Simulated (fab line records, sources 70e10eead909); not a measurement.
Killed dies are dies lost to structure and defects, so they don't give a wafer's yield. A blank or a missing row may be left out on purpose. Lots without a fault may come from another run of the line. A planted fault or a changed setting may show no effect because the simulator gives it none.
fab line records | flow nand_harc
record lots=6 wafers=18 last_day=31
route steps=1302 shown A_CONTACT@1075 END@1302
lots that met no fault: from a run of the same line without faults
start_h: hours from the record's first day to the start of the lot's first wafer shown | wait_h: hours since the lot's step before | " the same as in the row above | L1.1+2: a row that stands for several wafers | - no value, or no start given | * or withheld: withheld | < > ~ a bound
route shown NAME@n: a module of which the file shows steps, and the number in the route of the first | usual: mean/standard deviation of fault-free wafers | same: alike in all rows | chamber/n: place in a boat | sites: the reading at each site | _std_site: their standard deviation | _edge_site: outer sites' mean less inner sites' | radius_mm: how far each site lies from the wafer's centre | mask NAME#n: copy n | behind: the tool/chamber that last shaped the wafer | hold: why the lot was held/for how many hours/how that ended | device: the transistor (n, p or np) that didn't switch | end of line: the same wafers' tests at the end of the route | a step without rows: its recipe alone | killed: dies lost to structure and defects at the first sort, not the wafer's yield | map: a wafer's dies, x killed, . not, _ none there
set.NAME: the setting as run; set.NAME@STEP: as run at that earlier step | model.NAME: the simulator's own value behind a step, which no gauge read
lots at some steps of the route; a table a step, a row a wafer
services: from which hour (start_h, from the record's first day; less than 0 if before it) a tool's chamber was out of use, for how many hours, and why
## steps
# step NHARC_A_CONTACT_EXPOSE_05
# recipe na=1.35 sigma_outer=0.8 dose_mj=84.24 mask_id=A_CC
# step NHARC_A_CONTACT_PEB_06
# recipe peb_temp_c=100 peb_time_s=65
# step NHARC_A_CONTACT_DEVELOP_07
# recipe develop_time_s=35 dev_temp_c=23
# step NHARC_A_CONTACT_CD_MEAS_08
# recipe target_cd_nm=200 landing_energy_ev=500
# usual cd_nm=200.0/0.39
# columns lot.wafer tool chamber start_h wait_h cd_nm
L708.3 cd_sem-01 0 520.84 - 200.1
L708.5 " 0 " " 200.6
L708.6 " 0 " " 200.5
L710.2 cd_sem-02 0 535.46 - 199.4
L710.4 " 0 " " 200.1
L710.6 " 0 " " 199.7
L716.3 cd_sem-01 0 617.25 - 200.2
L716.4 " 0 " " 200.1
L716.5 " 0 " " 200.3
L717.2 cd_sem-01 0 622.13 - 200.1
L717.4 " 0 " " 199.6
L717.5 " 0 " " 200.1
L721.1 cd_sem-02 0 654.27 - 199.7
L721.3 " 0 " " 200.0
L721.6 " 0 " " 200.3
L724.1 cd_sem-02 0 696.17 - 199.9
L724.3 " 0 " " 200.1
L724.6 " 0 " " 200.2
# step NHARC_A_CONTACT_OVL_MEAS_09
# usual overlay_x_nm=0.1/0.99 overlay_y_nm=-0.1/0.62
# columns lot.wafer tool chamber start_h wait_h overlay_x_nm overlay_y_nm
L708.3 overlay-01 - 520.92 - -0.1 -0.2
L708.5 " - " " 0.1 -0.9
L708.6 " - " " -0.1 -0.6
L710.2 overlay-01 - 535.55 - -1.0 -0.6
L710.4 " - " " -0.4 -0.5
L710.6 " - " " -0.8 -0.6
L716.3 overlay-01 - 617.33 - 0.3 0.0
L716.4 " - " " 0.8 0.0
L716.5 " - " " 0.4 0.0
L717.2 overlay-01 - 622.22 - -0.7 -0.1
L717.4 " - " " -0.7 0.2
L717.5 " - " " -0.7 0.0
L721.1 overlay-01 - 654.36 - 0.9 0.6
L721.3 " - " " 0.3 0.8
L721.6 " - " " 0.8 0.5
L724.1 overlay-02 - 696.25 - -0.5 -0.4
L724.3 " - " " -0.6 -0.3
L724.6 " - " " -0.2 -0.4
# step NHARC_A_CONTACT_INSPECT_10
# usual raw_defect_count=89/43
# columns lot.wafer tool chamber start_h wait_h raw_defect_count
L708.3 defect_inspect-01 - 520.96 0.0 73
L708.5 " - " " 68
L708.6 " - " " 65
L710.2 defect_inspect-02 - 535.59 0.0 168
L710.4 " - " " 150
L710.6 " - " " 141
L716.3 defect_inspect-02 - 617.37 0.0 74
L716.4 " - " " 89
L716.5 " - " " 92
L717.2 defect_inspect-02 - 622.25 0.0 123
L717.4 " - " " 129
L717.5 " - " " 121
L721.1 defect_inspect-02 - 654.39 0.0 154
L721.3 " - " " 138
L721.6 " - " " 141
L724.1 defect_inspect-01 - 696.29 0.0 53
L724.3 " - " " 61
L724.6 " - " " 72
# step NHARC_A_CONTACT_DESCUM_13
# recipe time_s=3 o2_flow_sccm=200 ar_flow_sccm=0 bias_power_w=0 chemistry=O2
# step NHARC_A_CONTACT_ETCH_88
# recipe target_depth_a=390 over_etch_frac=0.3 time_s=65 ion_energy_ev=80 cf4_flow_sccm=150 ar_flow_sccm=0 rf_w=300 bias_w=100 chemistry=CF4
# usual bias_w=100.03/0.28 cf4_flow_sccm=149.9/0.46 drypump_motor_current_A=6.0/0.36 oes_product_au=1.000/0.0071 rf_vpp_V=151.0/1.3 showerhead_plenum_p_Torr=1.74/0.075 throttle_valve_pct=13.286/0.009
# columns lot.wafer tool chamber start_h wait_h bias_w cf4_flow_sccm drypump_motor_current_A oes_product_au rf_hours_counter_h rf_vpp_V showerhead_plenum_p_Torr throttle_valve_pct
L708.3 rie_diel-07 0 521.12 0.1 100.05 150.2 6.0 0.998 8 154.0 1.79 13.284
L708.6 " 2 " " 100.00 149.4 6.5 1.005 - 151.5 1.77 13.292
L708.5 " 3 " " 100.13 149.8 5.1 1.000 - 149.4 1.71 13.279
L710.2 rie_diel-09 2 535.74 0.1 99.67 150.8 5.8 1.001 7 150.5 1.67 13.273
L710.4 " 3 " " 100.15 150.0 5.8 1.000 5 152.1 1.86 13.279
L710.6 " 1 " " 100.20 149.8 6.5 1.012 - 152.1 1.72 13.277
L716.4 rie_diel-09 3 617.52 0.1 99.64 149.6 5.9 1.001 17 152.0 1.86 13.284
L716.3 " 0 " " 100.03 150.8 5.6 0.988 16 149.2 1.69 13.296
L716.5 " 2 " " 99.62 149.8 5.9 0.993 - 148.8 1.67 13.293
L717.2 rie_diel-09 2 622.40 0.1 100.11 149.7 5.8 0.999 21 150.6 1.67 13.293
L717.4 " 3 " " 100.09 149.9 5.9 0.992 18 152.1 1.86 13.286
L717.5 " 1 " " 99.96 150.4 6.4 1.003 - 151.7 1.72 13.288
L721.1 rie_diel-09 3 654.54 0.1 99.72 149.7 5.9 0.999 25 152.7 1.85 13.288
L721.3 " 2 " " 100.07 149.8 5.8 0.996 27 150.0 1.67 13.283
L721.6 " 0 " " 100.16 150.2 5.5 1.000 - 149.2 1.69 13.281
L724.3 rie_diel-09 0 696.44 0.1 99.82 149.5 5.6 1.002 3 149.9 1.69 13.289
L724.1 " 2 " " 100.15 150.0 5.8 0.998 2 150.3 1.67 13.287
L724.6 " 1 " " 100.05 149.3 6.4 1.012 - 151.9 1.72 13.273
# step NHARC_A_CONTACT_ETCH_89
# recipe target_depth_a=2600 over_etch_frac=0.3 time_s=475.3 ion_energy_ev=200 n2_flow_sccm=150 h2_flow_sccm=150 ar_flow_sccm=0 rf_w=400 bias_w=150 chemistry=N2/H2
# usual bias_w=150.1/0.42 chamber_pressure_mTorr=29.998/0.03 drypump_motor_current_A=6.0/0.39 oes_product_au=1.001/0.0077 rf_vpp_V=429.6/2.8 showerhead_plenum_p_Torr=2.01/0.096 throttle_valve_pct=14.172/0.0089
# columns lot.wafer tool chamber start_h wait_h bias_w chamber_pressure_mTorr drypump_motor_current_A oes_product_au rf_hours_counter_h rf_vpp_V showerhead_plenum_p_Torr throttle_valve_pct
L708.3 rie_diel-07 1 - - 149.8 29.983 6.1 1.007 11 434.0 2.17 14.172
L708.6 " 0 " " 149.6 30.026 6.0 0.995 - 429.7 2.06 14.171
L708.5 " 1 " " 150.0 30.024 6.1 1.007 - 434.7 2.17 14.186
L710.2 rie_diel-09 2 - - 150.8 29.997 5.9 1.007 7 426.4 1.92 14.171
L710.4 " 0 " " 150.0 29.999 5.6 1.006 5 427.4 1.94 14.169
L710.6 " 2 " " 150.3 30.004 5.9 0.997 - 427.7 1.92 14.179
L716.4 rie_diel-09 3 - - 150.1 30.007 5.9 1.011 17 433.0 2.15 14.182
L716.3 " 1 " " 150.1 30.003 6.5 1.007 19 428.3 1.98 14.174
L716.5 " 3 " " 149.7 29.962 5.9 1.001 - 433.2 2.15 14.175
L717.2 rie_diel-09 0 - - 149.6 30.000 5.6 0.981 16 427.4 1.94 14.173
L717.4 " 3 " " 150.4 29.980 5.9 1.001 18 433.7 2.15 14.165
L717.5 " 1 " " 149.7 29.954 6.5 0.986 - 428.8 1.98 14.174
L721.3 rie_diel-09 3 - - 150.2 30.037 5.9 1.006 25 432.4 2.15 14.171
L721.1 " 0 " " 150.7 29.990 5.5 0.991 22 428.1 1.93 14.160
L721.6 " 2 " " 150.6 30.016 5.9 0.999 - 427.8 1.91 14.171
L724.3 rie_diel-09 1 - - 149.8 30.039 6.5 0.999 3 427.8 1.98 14.171
L724.1 " 3 " " 149.6 29.985 5.9 0.995 2 433.1 2.15 14.169
L724.6 " 0 " " 149.1 29.981 5.6 0.995 - 427.3 1.93 14.170
# step NHARC_A_CONTACT_ETCH_30
# recipe target_depth_a=726 time_s=36.3 cf4_flow_sccm=100 chf3_flow_sccm=30 ar_flow_sccm=0 rf_w=500 bias_w=200 chemistry=CF4/CHF3
# usual bias_w=200.0/0.57 cf4_flow_sccm=100.0/0.31 drypump_motor_current_A=6.0/0.37 oes_product_au=0.943/0.024 rf_vpp_V=369.8/2.5 showerhead_plenum_p_Torr=1.55/0.068 throttle_valve_pct=16.803/0.0098
# columns lot.wafer tool chamber start_h wait_h bias_w cf4_flow_sccm drypump_motor_current_A oes_product_au rf_hours_counter_h rf_vpp_V showerhead_plenum_p_Torr throttle_valve_pct
L708.3 rie_diel-07 2 - - 200.7 99.8 6.5 0.936 12 371.7 1.57 16.793
L708.6 " 0 " " 200.1 99.9 6.1 0.924 - 371.8 1.59 16.796
L708.5 " 1 " " 200.2 99.5 6.1 0.928 - 375.0 1.67 16.802
L710.2 rie_diel-09 3 - - 200.1 100.3 5.9 0.945 6 374.1 1.66 16.793
L710.4 " 0 " " 199.8 99.5 5.6 0.924 5 369.3 1.50 16.808
L710.6 " 1 " " 200.3 100.1 6.5 0.930 - 369.1 1.53 16.802
L716.3 rie_diel-09 3 - - 200.0 100.4 5.8 0.942 17 373.8 1.65 16.798
L716.4 " 1 " " 200.0 100.2 6.6 0.929 19 368.9 1.53 16.795
L716.5 " 2 " " 199.7 100.2 5.8 0.931 - 368.9 1.48 16.810
L717.4 rie_diel-09 3 - - 200.9 100.1 5.9 0.967 18 373.4 1.65 16.813
L717.2 " 0 " " 199.9 100.2 5.6 0.967 17 368.3 1.50 16.796
L717.5 " 2 " " 199.3 100.0 5.9 0.951 - 367.6 1.48 16.789
L721.3 rie_diel-09 1 - - 200.5 99.7 6.5 0.924 24 369.6 1.53 16.798
L721.1 " 3 " " 200.4 100.3 5.8 0.930 25 373.9 1.65 16.802
L721.6 " 0 " " 199.7 100.3 5.6 0.923 - 367.3 1.50 16.822
L724.3 rie_diel-09 3 - - 199.9 99.8 5.9 0.917 2 373.8 1.65 16.817
L724.1 " 0 " " 200.6 99.7 5.5 0.920 3 367.9 1.50 16.790
L724.6 " 1 " " 199.9 99.7 6.5 0.919 - 369.0 1.53 16.807
# step NHARC_A_CONTACT_ETCH_31
# recipe target_depth_a=28000 over_etch_frac=0.3 time_s=728 ion_energy_ev=150 o2_flow_sccm=400 cos_flow_sccm=20 ar_flow_sccm=0 rf_w=500 bias_w=300 chemistry=O2/COS
# usual bias_w=299.9/0.9 chamber_pressure_mTorr=19.999/0.019 drypump_motor_current_A=6.0/0.38 o2_flow_sccm=399.9/1.2 oes_product_au=1.000/0.0079 rf_vpp_V=313.4/2.1 showerhead_plenum_p_Torr=3.08/0.14 throttle_valve_pct=28.332/0.0088
# columns lot.wafer tool chamber start_h wait_h bias_w chamber_pressure_mTorr drypump_motor_current_A o2_flow_sccm oes_product_au rf_hours_counter_h rf_vpp_V showerhead_plenum_p_Torr throttle_valve_pct
L708.3 rie_diel-07 3 - - 299.9 19.970 5.1 402.4 0.990 11 312.8 3.01 28.326
L708.5 " 1 " " 301.7 19.955 6.1 401.2 1.002 - 316.2 3.31 28.329
L708.6 " 2 " " 300.8 20.002 6.5 401.1 0.999 - 315.6 3.12 28.335
L710.2 rie_diel-09 2 - - 298.7 19.981 5.8 399.0 1.009 7 311.5 2.95 28.345
L710.4 " 3 " " 301.4 19.963 5.9 401.0 1.012 6 316.5 3.29 28.335
L710.6 " 3 " " 301.5 20.028 5.9 400.7 1.005 - 316.1 3.29 28.324
L716.3 rie_diel-09 2 - - 300.7 19.972 5.9 400.0 1.003 20 311.6 2.94 28.324
L716.4 " 0 " " 299.5 20.026 5.6 400.7 0.996 16 312.2 2.98 28.307
L716.5 " 2 " " 300.4 19.975 5.8 400.1 0.986 - 312.2 2.94 28.328
L717.2 rie_diel-09 0 - - 300.6 20.000 5.5 399.9 0.982 17 311.0 2.98 28.323
L717.4 " 3 " " 299.8 19.959 5.9 400.2 0.995 18 317.3 3.28 28.330
L717.5 " 1 " " 300.9 20.023 6.4 398.3 0.996 - 312.9 3.04 28.326
L721.3 rie_diel-09 2 - - 300.0 20.028 5.8 400.3 0.993 27 311.8 2.94 28.330
L721.1 " 0 " " 299.0 20.000 5.6 398.3 0.995 23 311.6 2.97 28.320
L721.6 " 2 " " 300.3 19.978 5.8 400.8 1.007 - 310.5 2.94 28.330
L724.3 rie_diel-09 3 - - 299.6 19.976 5.9 400.6 1.000 2 316.4 3.27 28.336
L724.1 " 0 " " 300.5 19.995 5.6 401.1 1.000 3 311.2 2.97 28.322
L724.6 " 2 " " 299.3 20.029 5.9 400.4 1.010 - 312.0 2.94 28.346
# step NHARC_A_CONTACT_ETCH_134
# recipe source_w=withheld pressure_mtorr=20 bias_v=withheld time_s=140 target_depth_a=7000 ar_flow_sccm=withheld c4f8_flow_sccm=withheld o2_flow_sccm=withheld chemistry=C4F8/O2/Ar
# usual chamber_pressure_mTorr=19.997/0.016 oes_air_line_au=0.998/0.022
# columns lot.wafer tool chamber start_h wait_h chamber_pressure_mTorr oes_air_line_au rf_hours_counter_h
L708.3 har_cap_etch-01 0 522.21 - 20.021 1.041 -
L708.6 " 0 " " 19.996 1.003 -
L708.5 " 1 " " 19.999 0.997 -
L710.2 har_cap_etch-03 0 536.77 - 19.991 1.015 48
L710.4 " 0 " " 19.988 1.002 -
L710.6 " 1 " " 20.006 0.976 -
L716.4 har_cap_etch-02 1 618.62 - 20.025 1.019 -
L716.3 " 0 " " 19.989 0.967 -
L716.5 " 0 " " 20.031 0.968 -
L717.2 har_cap_etch-01 1 623.45 - 19.981 0.998 17
L717.4 " 1 " " 19.989 0.972 -
L717.5 " 0 " " 20.009 1.000 -
L721.1 har_cap_etch-03 1 655.58 - 19.990 1.042 66
L721.3 " 0 " " 19.991 1.010 -
L721.6 " 0 " " 20.009 1.005 -
L724.1 har_cap_etch-01 1 697.51 - 19.996 0.954 30
L724.3 " 1 " " 19.978 0.982 -
L724.6 " 0 " " 19.987 0.995 -
# step NHARC_A_CONTACT_ETCH_135
# recipe source_w=withheld pressure_mtorr=20 bias_v=1200 time_s=311 target_depth_a=19120 ar_flow_sccm=withheld c4f8_flow_sccm=withheld o2_flow_sccm=withheld chemistry=C4F8/O2/Ar
# usual chamber_pressure_mTorr=20.002/0.018 oes_air_line_au=1.003/0.021
# columns lot.wafer tool chamber start_h wait_h chamber_pressure_mTorr oes_air_line_au rf_hours_counter_h
L708.3 har_cap_etch-01 0 522.43 0.2 20.005 0.986 -
L708.6 " 0 " " 20.004 1.018 -
L708.5 " 1 " " 20.004 1.009 -
L710.2 har_cap_etch-03 0 536.97 0.2 20.034 0.953 48
L710.4 " 0 " " 20.007 0.972 -
L710.6 " 1 " " 19.992 0.986 -
L716.4 har_cap_etch-02 1 618.85 0.2 - - -
L716.3 " 0 " " - - -
L716.5 " 0 " " - - -
L717.2 har_cap_etch-01 1 623.66 0.2 - - -
L717.4 " 1 " " - - -
L717.5 " 0 " " - - -
L721.1 har_cap_etch-03 1 655.78 0.2 20.015 0.985 66
L721.3 " 0 " " 20.020 1.018 -
L721.6 " 0 " " 20.020 1.037 -
L724.1 har_cap_etch-01 1 697.72 0.2 20.002 0.988 30
L724.3 " 1 " " 19.981 1.013 -
L724.6 " 0 " " 20.000 1.054 -
# step NHARC_A_CONTACT_ETCH_136
# recipe source_w=withheld pressure_mtorr=20 bias_v=1200 time_s=311 target_depth_a=19120 ar_flow_sccm=withheld c4f8_flow_sccm=withheld o2_flow_sccm=withheld chemistry=C4F8/O2/Ar
# step NHARC_END_SORT_01
# recipe temp_c=25
# usual killed_at_array=53/21 killed_at_other=1.0/1.3 killed_at_periphery=3.8/2.4 killed_dies=58/21 killed_open=3.4/1.9 killed_short=2.4/1.5
# same gross_dies=677
# columns lot.wafer tool chamber start_h wait_h hold killed_at_array killed_at_other killed_at_periphery killed_dies killed_open killed_short
L708.3 prober-01 0 572.15 3.1 - 58 2 3 63 3 1
L708.5 prober-01 0 573.76 3.7 - 37 2 3 42 3 2
L708.6 prober-01 0 574.56 4.0 - 61 5 3 69 5 4
L710.2 prober-01 0 591.45 2.9 - 82 0 4 86 3 1
L710.4 prober-01 0 593.07 3.5 - 83 1 5 89 4 2
L710.6 prober-01 0 594.70 4.1 - 78 1 4 83 4 3
L716.3 prober-01 0 673.09 3.1 await_dispo/3.6h/scrap 672 2 3 677 5 2
L716.4 prober-01 0 673.88 3.4 await_dispo/3.6h/scrap 674 1 2 677 4 2
L716.5 prober-01 0 674.67 3.7 await_dispo/3.6h/scrap 672 2 3 677 6 5
L717.2 prober-02 0 677.83 2.8 await_dispo/2.6h/scrap 672 2 3 677 3 0
L717.4 prober-02 0 679.44 3.4 await_dispo/2.6h/scrap 672 0 5 677 1 5
L717.5 prober-02 0 680.24 3.7 await_dispo/2.6h/scrap 674 0 3 677 2 6
L721.1 prober-02 0 711.55 2.5 - 70 1 0 71 1 0
L721.3 prober-02 0 713.14 3.1 - 83 0 2 85 5 1
L721.6 prober-02 0 715.53 4.0 - 70 0 1 71 2 2
L724.1 prober-01 0 742.71 2.5 - 42 3 4 49 3 2
L724.3 prober-01 0 744.31 3.1 - 51 1 1 53 2 2
L724.6 prober-01 0 746.70 4.0 - 35 3 4 42 6 4
# killed by level:class
L708.3 A_CHANNEL_HOLE_D1:chamber_film_flake=32 A_CHANNEL_HOLE_D2:chamber_film_flake=6 A_STAIRCASE:chamber_film_flake=6 A_CONTACT:chamber_film_flake=4 P_GATE:chamber_film_flake=3 A_CHANNEL_FILL_D1:chamber_film_flake=2 A_CONTACT:unspecified=2 THIN_TSV:chamber_film_flake=2
L708.5 A_CHANNEL_HOLE_D1:chamber_film_flake=14 A_STAIRCASE:chamber_film_flake=8 A_CHANNEL_HOLE_D2:chamber_film_flake=5 A_CONTACT:chamber_film_flake=4 A_ONON_D1:geometric_particle:short=2 P_GATE:chamber_film_flake=2 A_BLC:chamber_film_flake=2 P_GATE:geometric_particle:open=1
L708.6 A_CHANNEL_HOLE_D1:chamber_film_flake=27 A_STAIRCASE:chamber_film_flake=9 A_CONTACT:chamber_film_flake=5 THIN_TSV:chamber_film_flake=4 A_ZERO_WELL:chamber_film_flake=3 A_CHANNEL_HOLE_D2:chamber_film_flake=3 A_ONON_D1:geometric_particle:short=2 P_GATE:chamber_film_flake=2
L710.2 A_CHANNEL_HOLE_D2:chamber_film_flake=38 A_SLIT:chamber_film_flake=22 A_CHANNEL_HOLE_D1:chamber_film_flake=14 A_CONTACT:chamber_film_flake=3 P_STI:chamber_film_flake=2 P_M0:geometric_particle:open=1 A_CHANNEL_FILL_D1:geometric_particle:open=1 A_WL_FILL:geometric_particle:short=1
L710.4 A_CHANNEL_HOLE_D1:chamber_film_flake=35 A_SLIT:chamber_film_flake=18 A_CHANNEL_HOLE_D2:chamber_film_flake=14 A_CONTACT:chamber_film_flake=7 P_CONTACT:chamber_film_flake=4 A_WL_FILL:geometric_particle:short=2 A_CONTACT:geometric_particle:open=2 A_STAIRCASE:chamber_film_flake=2
L710.6 A_CHANNEL_HOLE_D2:chamber_film_flake=28 A_SLIT:chamber_film_flake=22 A_CHANNEL_HOLE_D1:chamber_film_flake=18 P_STI:chamber_film_flake=2 A_CONTACT:chamber_film_flake=2 P_GATE:geometric_particle:short=1 P_CONTACT:geometric_particle:open=1 A_ONON_D1:geometric_particle:short=1
L716.3 A_CONTACT:area_etch=627 A_SLIT:chamber_film_flake=17 A_CHANNEL_HOLE_D2:chamber_film_flake=10 A_CONTACT:chamber_film_flake=7 A_CHANNEL_HOLE_D1:chamber_film_flake=2 A_M1:chamber_film_flake=2 THIN_TSV:chamber_film_flake=2 P_GATE:geometric_particle:open=1
L716.4 A_CONTACT:area_etch=629 A_SLIT:chamber_film_flake=16 A_CHANNEL_HOLE_D2:chamber_film_flake=11 A_CONTACT:chamber_film_flake=6 A_M1:chamber_film_flake=4 A_STAIRCASE:chamber_film_flake=2 P_GATE:geometric_particle:open=1 A_CHANNEL_HOLE_D2:geometric_particle:short=1
L716.5 A_CONTACT:area_etch=607 A_SLIT:chamber_film_flake=24 A_CHANNEL_HOLE_D2:chamber_film_flake=15 A_CONTACT:chamber_film_flake=8 A_CHANNEL_HOLE_D1:chamber_film_flake=5 A_STAIRCASE:chamber_film_flake=4 A_ONON_D1:geometric_particle:open=2 P_CONTACT:geometric_particle:open=1
L717.2 A_CONTACT:area_etch=606 A_CHANNEL_HOLE_D1:chamber_film_flake=33 A_SLIT:chamber_film_flake=22 P_M2:chamber_film_flake=2 A_STAIRCASE:chamber_film_flake=2 A_WL_FILL:chamber_film_flake=2 A_CONTACT:chamber_film_flake=2 THIN_TSV:chamber_film_flake=2
L717.4 A_CONTACT:area_etch=601 A_CHANNEL_HOLE_D1:chamber_film_flake=34 A_SLIT:chamber_film_flake=19 A_CHANNEL_FILL_D2:chamber_film_flake=5 P_STI:chamber_film_flake=2 A_WL_FILL:chamber_film_flake=2 A_CONTACT:chamber_film_flake=2 P_GATE:geometric_particle:open=1
L717.5 A_CONTACT:area_etch=616 A_SLIT:chamber_film_flake=23 A_CHANNEL_HOLE_D1:chamber_film_flake=13 A_SGD_CUT:chamber_film_flake=3 A_WL_FILL:chamber_film_flake=3 A_CONTACT:chamber_film_flake=3 A_DECK1_JOINT:chamber_film_flake=2 A_CHANNEL_FILL_D2:chamber_film_flake=2
L721.1 A_CHANNEL_HOLE_D1:chamber_film_flake=35 A_SLIT:chamber_film_flake=16 A_CHANNEL_HOLE_D2:chamber_film_flake=9 A_BONDPAD:chamber_film_flake=4 A_CONTACT:chamber_film_flake=2 A_CHANNEL_FILL_D1:geometric_particle:open=1 A_ZERO_WELL:chamber_film_flake=1 A_STAIRCASE:chamber_film_flake=1
L721.3 A_CHANNEL_HOLE_D1:chamber_film_flake=35 A_SLIT:chamber_film_flake=22 A_CHANNEL_HOLE_D2:chamber_film_flake=16 A_BONDPAD:chamber_film_flake=2 P_M0:geometric_particle:open=1 A_SOURCE_PLATE:geometric_particle:open=1 A_SGD_CUT:geometric_particle:short=1 A_SGD_CUT:geometric_particle:open=1
L721.6 A_CHANNEL_HOLE_D1:chamber_film_flake=33 A_SLIT:chamber_film_flake=19 A_CHANNEL_HOLE_D2:chamber_film_flake=10 A_STAIRCASE:chamber_film_flake=2 A_BONDPAD:chamber_film_flake=2 P_CONTACT:geometric_particle:open=1 A_CHANNEL_FILL_D1:geometric_particle:short=1 A_CHANNEL_FILL_D2:geometric_particle:short=1
L724.1 A_CHANNEL_HOLE_D1:chamber_film_flake=33 P_GATE:chamber_film_flake=2 THIN_TSV:chamber_film_flake=2 A_SOURCE_PLATE:geometric_particle:open=1 A_ONON_D2:geometric_particle:open=1 A_CHANNEL_FILL_D2:geometric_particle:short=1 A_CHANNEL_FILL_D2:geometric_particle:open=1 A_CONTACT:geometric_particle:short=1
L724.3 A_CHANNEL_HOLE_D1:chamber_film_flake=36 A_STAIRCASE:chamber_film_flake=3 A_SLIT:chamber_film_flake=2 A_WL_FILL:chamber_film_flake=2 A_ONON_D1:geometric_particle:open=1 A_ONON_D2:geometric_particle:short=1 A_STAIRCASE:geometric_particle:short=1 A_M0:geometric_particle:open=1
L724.6 A_CHANNEL_HOLE_D1:chamber_film_flake=17 A_SLIT:chamber_film_flake=7 THIN_TSV:chamber_film_flake=3 A_CHANNEL_FILL_D2:geometric_particle:open=2 A_CHANNEL_FILL_D2:geometric_particle:short=2 P_GATE:geometric_particle:open=1 P_CONTACT:geometric_particle:open=1 P_M0:geometric_particle:open=1
# map L716.3 (x killed, . not)
____________x____________
_________xxxxxxx_________
_______xxxxxxxxxxx_______
______xxxxxxxxxxxxx______
_____xxxxxxxxxxxxxxx_____
____xxxxxxxxxxxxxxxxx____
____xxxxxxxxxxxxxxxxx____
___xxxxxxxxxxxxxxxxxxx___
___xxxxxxxxxxxxxxxxxxx___
__xxxxxxxxxxxxxxxxxxxxx__
__xxxxxxxxxxxxxxxxxxxxx__
_xxxxxxxxxxxxxxxxxxxxxxx_
_xxxxxxxxxxxxxxxxxxxxxxx_
_xxxxxxxxxxxxxxxxxxxxxxx_
_xxxxxxxxxxxxxxxxxxxxxxx_
_xxxxxxxxxxxxxxxxxxxxxxx_
xxxxxxxxxxxxxxxxxxxxxxxxx
xxxxxxxxxxxxxxxxxxxxxxxxx
xxxxxxxxxxxxxxxxxxxxxxxxx
xxxxxxxxxxxxxxxxxxxxxxxxx
xxxxxxxxxxxxxxxxxxxxxxxxx
_xxxxxxxxxxxxxxxxxxxxxxx_
_xxxxxxxxxxxxxxxxxxxxxxx_
_xxxxxxxxxxxxxxxxxxxxxxx_
_xxxxxxxxxxxxxxxxxxxxxxx_
_xxxxxxxxxxxxxxxxxxxxxxx_
__xxxxxxxxxxxxxxxxxxxxx__
__xxxxxxxxxxxxxxxxxxxxx__
___xxxxxxxxxxxxxxxxxxx___
___xxxxxxxxxxxxxxxxxxx___
____xxxxxxxxxxxxxxxxx____
____xxxxxxxxxxxxxxxxx____
_____xxxxxxxxxxxxxxx_____
______xxxxxxxxxxxxx______
_______xxxxxxxxxxx_______
_________xxxxxxx_________
____________x____________
# map L717.2 (x killed, . not)
____________x____________
_________xxxxxxx_________
_______xxxxxxxxxxx_______
______xxxxxxxxxxxxx______
_____xxxxxxxxxxxxxxx_____
____xxxxxxxxxxxxxxxxx____
____xxxxxxxxxxxxxxxxx____
___xxxxxxxxxxxxxxxxxxx___
___xxxxxxxxxxxxxxxxxxx___
__xxxxxxxxxxxxxxxxxxxxx__
__xxxxxxxxxxxxxxxxxxxxx__
_xxxxxxxxxxxxxxxxxxxxxxx_
_xxxxxxxxxxxxxxxxxxxxxxx_
_xxxxxxxxxxxxxxxxxxxxxxx_
_xxxxxxxxxxxxxxxxxxxxxxx_
_xxxxxxxxxxxxxxxxxxxxxxx_
xxxxxxxxxxxxxxxxxxxxxxxxx
xxxxxxxxxxxxxxxxxxxxxxxxx
xxxxxxxxxxxxxxxxxxxxxxxxx
xxxxxxxxxxxxxxxxxxxxxxxxx
xxxxxxxxxxxxxxxxxxxxxxxxx
_xxxxxxxxxxxxxxxxxxxxxxx_
_xxxxxxxxxxxxxxxxxxxxxxx_
_xxxxxxxxxxxxxxxxxxxxxxx_
_xxxxxxxxxxxxxxxxxxxxxxx_
_xxxxxxxxxxxxxxxxxxxxxxx_
__xxxxxxxxxxxxxxxxxxxxx__
__xxxxxxxxxxxxxxxxxxxxx__
___xxxxxxxxxxxxxxxxxxx___
___xxxxxxxxxxxxxxxxxxx___
____xxxxxxxxxxxxxxxxx____
____xxxxxxxxxxxxxxxxx____
_____xxxxxxxxxxxxxxx_____
______xxxxxxxxxxxxx______
_______xxxxxxxxxxx_______
_________xxxxxxx_________
____________x____________
## services
# columns tool chamber start_h hours kind
har_cap_etch-01 - 497.24 17.0 pm
rie_diel-09 0 506.10 - clean
rie_diel-09 1 506.10 - clean
rie_diel-09 2 506.10 - clean
rie_diel-09 3 506.10 - clean
rie_diel-07 - 510.32 0.1 repair
rie_diel-09 0 530.60 - clean
rie_diel-09 1 530.60 - clean
rie_diel-09 2 530.60 - clean
rie_diel-09 3 530.60 - clean
rie_diel-07 0 544.77 7.0 repair
rie_diel-09 0 555.10 - clean
rie_diel-09 1 555.10 - clean
rie_diel-09 2 555.10 - clean
rie_diel-09 3 555.10 - clean
rie_diel-09 0 579.60 - clean
rie_diel-09 1 579.60 - clean
rie_diel-09 2 579.60 - clean
rie_diel-09 3 579.60 - clean
rie_diel-09 1 624.67 4.9 repair
rie_diel-07 0 634.89 8.1 repair
rie_diel-07 - 651.93 9.0 pm
rie_diel-09 - 662.10 3.7 repair
rie_diel-09 - 674.10 9.0 pm
## key
first_sign step=NHARC_A_CONTACT_ETCH_135 reading=tool_record direction=missing
effect step=NHARC_END_SORT_01 reading=killed_dies direction=up sigmas=30 usual=58 struck=677
more_kills_born_at NHARC_A_CONTACT_ETCH_135@har_cap_etch-02=1863 NHARC_A_CONTACT_ETCH_135@har_cap_etch-01=1823
met_at NHARC_A_CONTACT_ETCH_135
struck_wafers L716.3,L716.4,L716.5,L717.2,L717.4,L717.5
later_rows_left_out L716.3,L716.4,L716.5,L717.2,L717.4,L717.5
tester_left_out L716,L717
onset_between 522.43 618.85
fault kind=skipped_step_whole tool=har_cap_etch-01,har_cap_etch-02 chamber=- onset_h=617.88 steps=NHARC_A_CONTACT_ETCH_135 scope=struck_lots_only
# tester_left_out: of these lots the tester's yield and bins aren't shown, on N5 and GAA mostly nor the transistor test; their killed dies are dies lost to structure and defects alone, not to doping, threshold or leakage, so they don't give the yield
# later_rows_left_out: the simulator's readings of these wafers behind a module that went badly wrong aren't trusted and aren't shown, but for the sort
